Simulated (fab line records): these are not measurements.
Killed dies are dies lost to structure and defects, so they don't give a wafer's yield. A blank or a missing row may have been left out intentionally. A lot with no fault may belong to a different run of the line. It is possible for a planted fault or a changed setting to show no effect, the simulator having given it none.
fab line records -- flow nandHarc -- part 1 of 2: steps 1 to 23 of 24
record: lots: 6, wafers: 18, lastDay: 33
route steps=1302 shown A_M0@1166 A_M1@1169 END@1302
lots untouched by any fault: they come from a run of this same line in which no faults occurred
startH: start of the lot's first displayed wafer, in hours after the record's first day -- waitH: how many hours have passed since the lot's step before this one -- " repeats the value in the row above -- L1.1+2: one row covering several wafers at once -- - no value, or no start was given -- * or withheld: withheld -- < > ~ a bound
route shown NAME@n: a module of which the file shows steps, and the number in the route of the first -- usual: mean/standard deviation of fault-free wafers -- same: alike in all rows -- chamber/n: place in a boat -- sites: the reading at each site -- _std_site: the standard deviation of these -- _edge_site: outer sites' mean less inner sites' -- radiusMm: how far each site lies from the wafer's centre -- mask NAME#n: copy n -- behind: the last tool/chamber to shape the wafer -- hold: why the lot went on hold/how many hours it stayed there/how the hold came to an end -- device: the transistor (n, p or np) that didn't switch -- end of line: the tests these same wafers got at the end of their route -- a step without rows: its recipe alone -- killed: the dies lost at the first sort to structure and to defects; this is not the yield of the wafer -- map: the dies of a wafer, with x for killed, . for not killed, _ for no die there
set.NAME: the run value of the setting; set.NAME@STEP: its run value at that earlier step -- model.NAME: the simulator's own value behind a step, which no gauge read
certain route steps with their lots: each step a table, each wafer a row
services: the hour from which a tool's chamber was out of use, counted from the record's first day as startH (under 0 if before that day), plus the number of hours and why
== steps ==
step: NHARC_A_M0_INSPECT_27
usual: rawDefectCount: 525/110
lot.wafer,tool,chamber,startH,waitH,rawDefectCount
L963.1,defectInspect-02,-,539.42,0.0,447
L963.2,defectInspect-02,-,539.42,0.0,478
L963.6,defectInspect-02,-,539.42,0.0,518
L962.2,defectInspect-01,-,540.06,0.0,475
L962.3,defectInspect-01,-,540.06,0.0,402
L962.5,defectInspect-01,-,540.06,0.0,403
L973.2,defectInspect-02,-,624.85,0.0,656
L973.5,defectInspect-02,-,624.85,0.0,556
L973.6,defectInspect-02,-,624.85,0.0,622
L974.2,defectInspect-01,-,644.47,0.0,536
L974.5,defectInspect-01,-,644.47,0.0,447
L974.6,defectInspect-01,-,644.47,0.0,413
L983.2,defectInspect-02,-,733.44,0.0,519
L983.4,defectInspect-02,-,733.44,0.0,638
L983.6,defectInspect-02,-,733.44,0.0,452
L985.2,defectInspect-01,-,760.46,0.0,572
L985.3,defectInspect-01,-,760.46,0.0,782
L985.6,defectInspect-01,-,760.46,0.0,566
step: NHARC_A_M0_PRE_CLEAN_31
recipe: timeS: 12, tempC: 370, rfPowerW: 300, gas: NH3
usual: heaterPowerOuterW: 376/57, heaterPowerW: 641/89, rfFwdPowerW: 292.7/0.86
lot.wafer,tool,chamber,startH,waitH,heaterPowerOuterW,heaterPowerW,rfFwdPowerW
L963.1,pecvd-04,1,539.49,0.1,405,694,293.0
L963.2,pecvd-04,2,539.49,0.1,414,700,292.4
L963.6,pecvd-04,1,539.49,0.1,410,699,292.6
L962.3,pecvd-01,1,540.55,0.5,393,726,292.5
L962.2,pecvd-01,0,540.55,0.5,438,751,291.5
L962.5,pecvd-01,0,540.55,0.5,433,775,291.9
L973.2,pecvd-03,2,624.93,0.1,257,475,291.7
L973.5,pecvd-03,2,624.93,0.1,260,473,291.4
L973.6,pecvd-03,0,624.93,0.1,379,633,293.1
L974.2,pecvd-01,2,644.55,0.1,467,743,293.7
L974.5,pecvd-01,1,644.55,0.1,357,636,292.4
L974.6,pecvd-01,2,644.55,0.1,454,726,292.4
L983.2,pecvd-04,1,733.53,0.1,332,593,293.0
L983.6,pecvd-04,2,733.53,0.1,338,591,294.0
L983.4,pecvd-04,0,733.53,0.1,372,656,292.6
L985.2,pecvd-03,1,760.68,0.2,261,441,291.7
L985.3,pecvd-03,0,760.68,0.2,319,557,292.9
L985.6,pecvd-03,1,760.68,0.2,259,449,292.8
step: NHARC_A_M0_DEP_32
recipe: targetThkA: 300, tempC: 370, targetThkNm: 30, pressureTorr: 3, flowSccm: 200, rfW: 450, material: SiCN
usual: heaterPowerOuterW: 333/58, heaterPowerW: 584/89, rfFwdPowerW: 448.8/1.3
lot.wafer,tool,chamber,startH,waitH,heaterPowerOuterW,heaterPowerW,rfFwdPowerW
L963.1,pecvd-04,1,539.57,0.1,339,587,449.9
L963.2,pecvd-04,2,539.57,0.1,337,585,448.6
L963.6,pecvd-04,1,539.57,0.1,339,593,448.7
L962.3,pecvd-01,1,540.63,0.1,396,710,450.9
L962.2,pecvd-01,0,540.63,0.1,403,766,449.4
L962.5,pecvd-01,0,540.63,0.1,419,744,448.1
L973.2,pecvd-03,2,625.04,0.1,242,455,449.7
L973.5,pecvd-03,2,625.04,0.1,246,464,448.6
L973.6,pecvd-03,0,625.04,0.1,251,479,446.3
L974.2,pecvd-01,2,644.66,0.1,417,682,449.7
L974.5,pecvd-01,1,644.66,0.1,384,665,447.0
L974.6,pecvd-01,2,644.66,0.1,423,662,449.3
L983.2,pecvd-04,1,733.67,0.1,359,615,449.3
L983.6,pecvd-04,2,733.67,0.1,324,578,451.6
L983.4,pecvd-04,0,733.67,0.1,340,587,447.2
L985.2,pecvd-03,1,760.76,0.1,222,401,449.0
L985.3,pecvd-03,0,760.76,0.1,288,526,445.6
L985.6,pecvd-03,1,760.76,0.1,219,402,449.7
step: NHARC_A_M1_DEP_00
recipe: targetThkA: 1825, targetThkNm: 182.5, tempC: withheld, pressureTorr: 5, flowSccm: 200, rfW: 600, material: SiOC
step: NHARC_A_M1_DEHYDRATE_01
recipe: tempC: 150, timeS: 120
step: NHARC_A_M1_HMDS_02
recipe: timeS: 30
step: NHARC_A_M1_COAT_34
recipe: tempC: 200, timeS: 65
step: NHARC_A_M1_COAT_03
recipe: spinRpm: 1500, resistThkNm: 90
step: NHARC_A_M1_SOFTBAKE_04
recipe: tempC: 105, timeS: 55
step: NHARC_A_M1_EBR_05
step: NHARC_A_M1_EXPOSE_06
recipe: na: 1.35, targetCdNm: 120, doseMj: 75.13, maskId: A_M1
step: NHARC_A_M1_PEB_07
recipe: pebTempC: 100, pebTimeS: 65
usual: heaterPowerTotalW: 156.7/0.42, resistLineTempC: 23.00/0.11
lot.wafer,tool,chamber,startH,waitH,heaterPowerTotalW,resistLineTempC
L963.1,lithoTrack-04,0,540.71,0.1,155.9,23.08
L963.2,lithoTrack-04,0,540.71,0.1,155.9,22.95
L963.6,lithoTrack-04,0,540.71,0.1,156.8,22.95
L962.2,lithoTrack-01,0,541.81,0.1,156.7,23.22
L962.3,lithoTrack-01,0,541.81,0.1,157.2,23.06
L962.5,lithoTrack-01,0,541.81,0.1,156.1,23.05
L973.2,lithoTrack-04,0,626.16,0.1,156.2,22.94
L973.5,lithoTrack-04,0,626.16,0.1,156.0,22.90
L973.6,lithoTrack-04,0,626.16,0.1,160.9,22.94
L974.2,lithoTrack-04,0,645.65,0.1,156.0,22.89
L974.5,lithoTrack-04,0,645.65,0.1,156.4,22.98
L974.6,lithoTrack-04,0,645.65,0.1,159.7,23.11
L983.2,lithoTrack-06,0,734.76,0.1,157.0,22.77
L983.4,lithoTrack-06,0,734.76,0.1,156.9,22.88
L983.6,lithoTrack-06,0,734.76,0.1,157.2,22.87
L985.2,lithoTrack-01,0,761.81,0.1,156.6,22.91
L985.3,lithoTrack-01,0,761.81,0.1,156.2,22.96
L985.6,lithoTrack-01,0,761.81,0.1,155.9,22.95
step: NHARC_A_M1_DEVELOP_08
recipe: developTimeS: 35, devTempC: 23
step: NHARC_A_M1_CD_MEAS_09
recipe: targetCdNm: 120, landingEnergyEv: 500
usual: cdNm: 120.2/0.47
lot.wafer,tool,chamber,startH,waitH,cdNm
L963.1,cdSem-03,0,540.79,-,120.6
L963.2,cdSem-03,0,540.79,-,120.4
L963.6,cdSem-03,0,540.79,-,120.0
L962.2,cdSem-02,0,541.89,-,120.8
L962.3,cdSem-02,0,541.89,-,120.2
L962.5,cdSem-02,0,541.89,-,120.4
L973.2,cdSem-03,0,626.24,-,120.4
L973.5,cdSem-03,0,626.24,-,120.6
L973.6,cdSem-03,0,626.24,-,119.4
L974.2,cdSem-03,0,645.73,-,120.4
L974.5,cdSem-03,0,645.73,-,120.7
L974.6,cdSem-03,0,645.73,-,119.0
L983.2,cdSem-02,0,734.84,-,120.6
L983.4,cdSem-02,0,734.84,-,119.5
L983.6,cdSem-02,0,734.84,-,119.8
L985.2,cdSem-01,0,761.89,-,119.7
L985.3,cdSem-01,0,761.89,-,119.2
L985.6,cdSem-01,0,761.89,-,119.3
step: NHARC_A_M1_OVL_MEAS_10
recipe: pitchNm: 240
usual: overlayXNm: 0.0/0.96, overlayYNm: -0.2/0.79
lot.wafer,tool,chamber,startH,waitH,overlayXNm,overlayYNm
L963.1,overlay-02,-,540.88,-,0.5,-0.6
L963.2,overlay-02,-,540.88,-,0.0,-1.0
L963.6,overlay-02,-,540.88,-,-0.9,-0.8
L962.2,overlay-01,-,541.97,-,-0.6,0.8
L962.3,overlay-01,-,541.97,-,-0.8,0.3
L962.5,overlay-01,-,541.97,-,0.1,1.2
L973.2,overlay-02,-,626.33,-,-0.9,-1.5
L973.5,overlay-02,-,626.33,-,-1.3,-1.0
L973.6,overlay-02,-,626.33,-,-0.6,-1.2
L974.2,overlay-01,-,645.82,-,-0.6,-0.7
L974.5,overlay-01,-,645.82,-,-0.2,0.2
L974.6,overlay-01,-,645.82,-,0.1,-0.6
L983.2,overlay-02,-,734.92,-,-0.2,-0.5
L983.4,overlay-02,-,734.92,-,-0.4,-0.2
L983.6,overlay-02,-,734.92,-,-0.1,-0.2
L985.2,overlay-02,-,761.97,-,-0.6,-0.3
L985.3,overlay-02,-,761.97,-,-0.3,0.0
L985.6,overlay-02,-,761.97,-,-0.4,-0.4
step: NHARC_A_M1_INSPECT_11
usual: rawDefectCount: 90/34
lot.wafer,tool,chamber,startH,waitH,rawDefectCount
L963.1,defectInspect-02,-,540.92,0.0,122
L963.2,defectInspect-02,-,540.92,0.0,89
L963.6,defectInspect-02,-,540.92,0.0,100
L962.2,defectInspect-01,-,542.01,0.0,47
L962.3,defectInspect-01,-,542.01,0.0,40
L962.5,defectInspect-01,-,542.01,0.0,50
L973.2,defectInspect-01,-,626.36,0.0,92
L973.5,defectInspect-01,-,626.36,0.0,72
L973.6,defectInspect-01,-,626.36,0.0,81
L974.2,defectInspect-01,-,645.86,0.0,89
L974.5,defectInspect-01,-,645.86,0.0,81
L974.6,defectInspect-01,-,645.86,0.0,82
L983.2,defectInspect-02,-,734.96,0.0,74
L983.4,defectInspect-02,-,734.96,0.0,69
L983.6,defectInspect-02,-,734.96,0.0,76
L985.2,defectInspect-01,-,762.01,0.0,114
L985.3,defectInspect-01,-,762.01,0.0,95
L985.6,defectInspect-01,-,762.01,0.0,97
step: NHARC_A_M1_DESCUM_14
recipe: timeS: 3, o2FlowSccm: 200, arFlowSccm: 0, biasPowerW: 0, chemistry: O2
usual: drypumpMotorCurrentA: 5.9/0.52, oesProductAu: 0.999/0.0069, rfVppV: 57.8/0.91, showerheadPlenumPTorr: 1.91/0.086, throttleValvePct: 11.312/0.009
lot.wafer,tool,chamber,startH,waitH,drypumpMotorCurrentA,oesProductAu,rfHoursCounterH,rfVppV,showerheadPlenumPTorr,throttleValvePct,model.A_M1.cdNm
L963.2,rieDiel-04,3,541.00,0.1,5.5,0.991,0,58.3,1.83,11.317,120.5
L963.1,rieDiel-04,0,541.00,0.1,6.0,1.000,0,58.0,1.81,11.305,120.5
L963.6,rieDiel-04,1,541.00,0.1,5.7,1.003,-,57.3,1.85,11.312,120.5
L962.3,rieDiel-12,1,542.08,0.1,6.3,0.999,4.2,57.6,1.95,11.288,120
L962.2,rieDiel-12,3,542.08,0.1,5.9,0.998,5.7,58.1,1.90,11.297,120.4
L962.5,rieDiel-12,1,542.08,0.1,6.2,1.002,-,57.6,1.95,11.310,120.5
L973.2,rieDiel-04,1,626.42,0.1,5.7,1.006,4.8,58.0,1.85,11.319,120.8
L973.6,rieDiel-04,1,626.42,0.1,5.8,1.009,-,57.2,1.85,11.322,119.9
L973.5,rieDiel-04,2,626.42,0.1,5.8,0.995,-,59.6,1.85,11.307,120.7
L974.2,rieDiel-10,2,645.92,0.1,6.2,0.992,1.3,57.8,2.07,11.303,120.3
L974.5,rieDiel-10,2,645.92,0.1,6.2,0.989,-,58.5,2.07,11.314,121.4
L974.6,rieDiel-10,3,645.92,0.1,6.7,1.001,-,59.4,1.83,11.315,119.2
L983.4,rieDiel-10,2,735.02,0.1,6.2,1.009,3.7,58.7,2.07,11.309,120
L983.2,rieDiel-10,0,735.02,0.1,6.2,0.998,3.6,57.0,1.88,11.312,120.8
L983.6,rieDiel-10,3,735.02,0.1,6.7,1.002,-,57.3,1.83,11.289,120.1
L985.2,rieDiel-10,1,762.07,0.1,5.0,0.988,4.5,57.0,2.04,11.298,119.8
L985.3,rieDiel-10,2,762.07,0.1,6.2,0.990,4.3,58.6,2.07,11.306,119.4
L985.6,rieDiel-10,2,762.07,0.1,6.2,0.985,-,58.3,2.06,11.297,119.1
step: NHARC_A_M1_ETCH_35
recipe: targetDepthA: 400, overetchA: 120, timeS: 43.94, ionEnergyEv: 200, n2FlowSccm: 150, h2FlowSccm: 150, arFlowSccm: 0, rfW: 400, biasW: 150, chemistry: N2/H2
usual: drypumpMotorCurrentA: 5.9/0.54, oesProductAu: 0.999/0.0072, rfFwdPowerW: 395.4/1.5, rfVppV: 430.4/2.7, showerheadPlenumPTorr: 2.04/0.095, throttleValvePct: 14.171/0.0097
lot.wafer,tool,chamber,startH,waitH,drypumpMotorCurrentA,oesProductAu,rfFwdPowerW,rfHoursCounterH,rfVppV,showerheadPlenumPTorr,throttleValvePct
L963.2,rieDiel-04,3,541.06,0.1,5.5,0.994,394.1,0.0,427.6,1.95,14.163
L963.1,rieDiel-04,1,541.06,0.1,5.7,1.001,396.1,0.0,428.7,1.97,14.168
L963.6,rieDiel-04,3,541.06,0.1,5.5,0.999,395.3,-,427.6,1.94,14.156
L962.2,rieDiel-12,3,542.16,0.1,5.9,0.994,394.1,5.7,429.7,2.03,14.155
L962.3,rieDiel-12,2,542.16,0.1,6.5,0.989,394.3,6.1,434.6,2.16,14.179
L962.5,rieDiel-12,0,542.16,0.1,4.7,0.989,395.7,-,430.5,2.01,14.173
L973.2,rieDiel-04,1,626.51,0.1,5.7,1.008,397.4,4.8,428.3,1.97,14.178
L973.5,rieDiel-04,0,626.51,0.1,6.0,1.000,393.0,-,427.1,1.93,14.164
L973.6,rieDiel-04,1,626.51,0.1,5.7,1.005,395.9,-,428.3,1.97,14.168
L974.2,rieDiel-10,2,646.01,0.1,6.2,0.997,395.4,1.3,434.4,2.21,14.160
L974.6,rieDiel-10,0,646.01,0.1,6.2,1.004,396.1,-,429.3,2.01,14.157
L974.5,rieDiel-10,1,646.01,0.1,5.0,1.004,395.8,-,434.7,2.18,14.171
L983.4,rieDiel-10,3,735.11,0.1,6.8,1.000,395.6,3.5,427.3,1.94,14.170
L983.2,rieDiel-10,1,735.11,0.1,5.0,1.001,397.8,3.7,433.7,2.18,14.169
L983.6,rieDiel-10,0,735.11,0.1,6.2,1.003,393.1,-,429.1,2.01,14.168
L985.2,rieDiel-10,3,762.17,0.1,6.7,0.987,397.5,4.4,429.6,1.94,14.163
L985.3,rieDiel-10,0,762.17,0.1,6.2,1.006,395.1,4.5,429.1,2.01,14.175
L985.6,rieDiel-10,2,762.17,0.1,6.2,1.004,394.3,-,434.8,2.21,14.169
step: NHARC_A_M1_ETCH_15
recipe: targetDepthA: 1825, timeS: 91.2, c4f8FlowSccm: withheld, arFlowSccm: 400, rfW: 600, biasW: 300, chemistry: C4F8/Ar
usual: oesProductAu: 0.953/0.022, rfFwdPowerW: 596.0/1.9, rfVppV: 440.6/2.6
lot.wafer,tool,chamber,startH,waitH,oesProductAu,rfFwdPowerW,rfHoursCounterH,rfVppV
L963.2,rieDiel-04,1,-,-,0.963,592.9,0.0,438.3
L963.1,rieDiel-04,0,-,-,0.974,595.6,0.0,437.6
L963.6,rieDiel-04,1,-,-,0.968,597.7,-,438.5
L962.3,rieDiel-12,2,-,-,0.931,596.2,6.1,444.1
L962.2,rieDiel-12,3,-,-,0.934,593.5,5.7,441.4
L962.5,rieDiel-12,1,-,-,0.936,596.4,-,442.3
L973.2,rieDiel-04,1,-,-,0.955,594.8,4.9,437.3
L973.5,rieDiel-04,0,-,-,0.965,594.5,-,438.8
L973.6,rieDiel-04,1,-,-,0.945,599.1,-,438.5
L974.2,rieDiel-10,3,-,-,0.952,597.5,1.1,437.7
L974.6,rieDiel-10,3,-,-,0.948,596.2,-,438.6
L974.5,rieDiel-10,0,-,-,0.972,598.5,-,439.5
L983.2,rieDiel-10,2,-,-,0.937,595.5,3.7,445.1
L983.4,rieDiel-10,1,-,-,0.965,594.8,3.7,443.8
L983.6,rieDiel-10,3,-,-,0.940,594.1,-,438.3
L985.2,rieDiel-10,3,-,-,0.919,595.2,4.4,437.3
L985.3,rieDiel-10,0,-,-,0.932,596.5,4.5,438.6
L985.6,rieDiel-10,3,-,-,0.926,595.2,-,438.8
step: NHARC_A_M1_CD_MEAS_16
usual: cdNm: 120.1/0.61
lot.wafer,tool,chamber,startH,waitH,cdNm
L963.1,cdSem-01,-,541.28,-,120.5
L963.2,cdSem-01,-,541.28,-,120.2
L963.6,cdSem-01,-,541.28,-,120.3
L962.2,cdSem-03,-,542.38,-,120.5
L962.3,cdSem-03,-,542.38,-,119.4
L962.5,cdSem-03,-,542.38,-,120.5
L973.2,cdSem-03,-,626.73,-,120.7
L973.5,cdSem-03,-,626.73,-,119.8
L973.6,cdSem-03,-,626.73,-,119.7
L974.2,cdSem-01,-,646.22,-,120.7
L974.5,cdSem-01,-,646.22,-,121.1
L974.6,cdSem-01,-,646.22,-,119.5
L983.2,cdSem-02,-,735.33,-,121.1
L983.4,cdSem-02,-,735.33,-,119.6
L983.6,cdSem-02,-,735.33,-,120.0
L985.2,cdSem-03,-,762.38,-,119.2
L985.3,cdSem-03,-,762.38,-,119.2
L985.6,cdSem-03,-,762.38,-,118.9
step: NHARC_A_M1_STRIP_18
recipe: powerW: 1000, n2FlowSccm: 150, h2FlowSccm: 150, arFlowSccm: 0, biasW: 0, chemistry: N2/H2
usual: drypumpMotorCurrentA: 5.9/0.54, oesProductAu: 1.000/0.0072, rfFwdPowerW: 997/3.1, rfVppV: 90.6/0.97, showerheadPlenumPTorr: 2.04/0.097, throttleValvePct: 14.172/0.009
lot.wafer,tool,chamber,startH,waitH,drypumpMotorCurrentA,oesProductAu,rfFwdPowerW,rfHoursCounterH,rfVppV,showerheadPlenumPTorr,throttleValvePct
L963.1,rieDiel-12,1,541.36,0.1,6.2,1.007,997,4.2,90.7,2.08,14.171
L963.2,rieDiel-12,0,541.36,0.1,4.7,0.998,998,4.7,90.3,2.01,14.183
L963.6,rieDiel-12,2,541.36,0.1,6.5,1.003,993,-,90.7,2.16,14.164
L962.2,rieDiel-10,2,542.50,0.1,6.2,0.994,998,2.8,91.5,2.21,14.176
L962.3,rieDiel-10,3,542.50,0.1,6.7,1.001,1001,3.2,91.1,1.95,14.181
L962.5,rieDiel-10,0,542.50,0.1,6.2,0.999,993,-,90.7,2.01,14.186
L973.2,rieDiel-10,2,626.85,0.1,6.2,1.001,999,0.6,92.3,2.21,14.174
L973.6,rieDiel-10,0,626.85,0.1,6.2,0.997,993,-,90.6,2.01,14.157
L973.5,rieDiel-10,1,626.85,0.1,5.0,1.005,996,-,91.2,2.18,14.177
L974.2,rieDiel-12,1,646.37,0.1,6.2,1.006,999,1.5,90.9,2.07,14.181
L974.6,rieDiel-12,2,646.37,0.1,6.5,0.984,995,-,91.1,2.15,14.174
L974.5,rieDiel-12,3,646.37,0.1,5.9,0.991,998,-,90.1,2.02,14.168
L983.2,rieDiel-12,1,735.43,0.1,6.2,1.000,997,5.8,90.1,2.07,14.187
L983.4,rieDiel-12,3,735.43,0.1,5.9,1.005,995,6.2,89.2,2.02,14.156
L983.6,rieDiel-12,1,735.43,0.1,6.2,1.000,1000,-,92.0,2.07,14.169
L985.3,rieDiel-12,0,762.45,0.1,4.7,0.997,1000,7.0,90.3,2.01,14.174
L985.2,rieDiel-12,2,762.45,0.1,6.5,1.008,999,8.3,90.9,2.15,14.161
L985.6,rieDiel-12,1,762.45,0.1,6.2,1.001,994,-,91.1,2.07,14.189
step: NHARC_A_M1_ETCH_28
recipe: targetDepthA: 300, overEtchFrac: 0.3, timeS: 72.99, ionEnergyEv: 150, cf4FlowSccm: 50, n2FlowSccm: 100, arFlowSccm: 150, rfW: 300, biasW: 100, chemistry: CF4/N2
usual: drypumpMotorCurrentA: 5.9/0.56, oesProductAu: 1.000/0.0071, rfFwdPowerW: 297.7/0.95, rfVppV: 314.0/2, showerheadPlenumPTorr: 2.62/0.11, throttleValvePct: 19.796/0.0085
lot.wafer,tool,chamber,startH,waitH,drypumpMotorCurrentA,oesProductAu,rfFwdPowerW,rfHoursCounterH,rfVppV,showerheadPlenumPTorr,throttleValvePct,model.A_M1.cdNm
L963.2,rieDiel-12,0,-,-,4.8,0.988,297.8,4.8,314.5,2.60,19.787,120.2
L963.1,rieDiel-12,2,-,-,6.5,0.991,298.0,6.1,315.4,2.77,19.792,120.6
L963.6,rieDiel-12,3,-,-,5.9,0.998,296.7,-,314.4,2.61,19.810,120.3
L962.3,rieDiel-10,2,-,-,6.2,0.995,296.1,2.8,317.5,2.82,19.793,119.2
L962.2,rieDiel-10,3,-,-,6.8,1.006,298.5,3.2,312.4,2.51,19.798,120.4
L962.5,rieDiel-10,0,-,-,6.2,1.000,298.6,-,314.4,2.59,19.810,120.4
L973.2,rieDiel-10,0,-,-,6.2,0.997,298.6,0.8,312.6,2.59,19.800,120.3
L973.5,rieDiel-10,3,-,-,6.8,0.986,297.8,-,311.4,2.51,19.789,120
L973.6,rieDiel-10,0,-,-,6.2,0.992,298.0,-,312.9,2.59,19.791,119.4
L974.2,rieDiel-12,3,-,-,5.9,0.999,297.9,1.8,314.2,2.61,19.804,120.4
L974.6,rieDiel-12,3,-,-,5.9,0.993,296.0,-,314.7,2.61,19.797,119.3
L974.5,rieDiel-12,0,-,-,4.7,1.009,298.2,-,313.7,2.59,19.799,120.9
L983.4,rieDiel-12,1,-,-,6.2,0.989,296.4,5.8,314.6,2.66,19.792,119.8
L983.2,rieDiel-12,3,-,-,5.9,0.997,298.2,6.2,313.5,2.61,19.797,120.4
L983.6,rieDiel-12,0,-,-,4.7,1.000,298.4,-,313.0,2.59,19.803,119.6
L985.3,rieDiel-12,1,-,-,6.2,1.005,298.8,7.8,313.5,2.66,19.788,119.5
L985.2,rieDiel-12,2,-,-,6.5,1.004,297.9,8.3,317.8,2.76,19.799,119.5
L985.6,rieDiel-12,0,-,-,4.8,0.998,298.7,-,314.6,2.59,19.807,119.4
step: NHARC_A_M1_STRIP_19
recipe: timeS: 600, tempC: 30, chemistry: postEtchResidueRemover
== key ==
firstSign: step: NHARC_A_M1_PEB_07, reading: heaterPowerTotalW, direction: up, sigmas: 8.5, usual: *, struck: *
effect none on later readings
modelEffect: step: NHARC_A_M1_DESCUM_14, value: A_M1.cdNm, without: 121.1, struck: 119.5
modelEffect: step: NHARC_A_M1_ETCH_28, value: A_M1.cdNm, without: 120.9, struck: 119.3
metAt NHARC_A_M1_PEB_07
struckWafers L973.6,L974.6
onsetBetween 540.71 626.16
fault: kind: processParameterDrift, tool: lithoTrack-04, chamber: -, onsetH: 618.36, steps: NHARC_A_M1_PEB_07, channel: pebTimeS, offset: *, shape: step, endH: 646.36, scope: struckWafersOnly, actsIn: *, stated: *
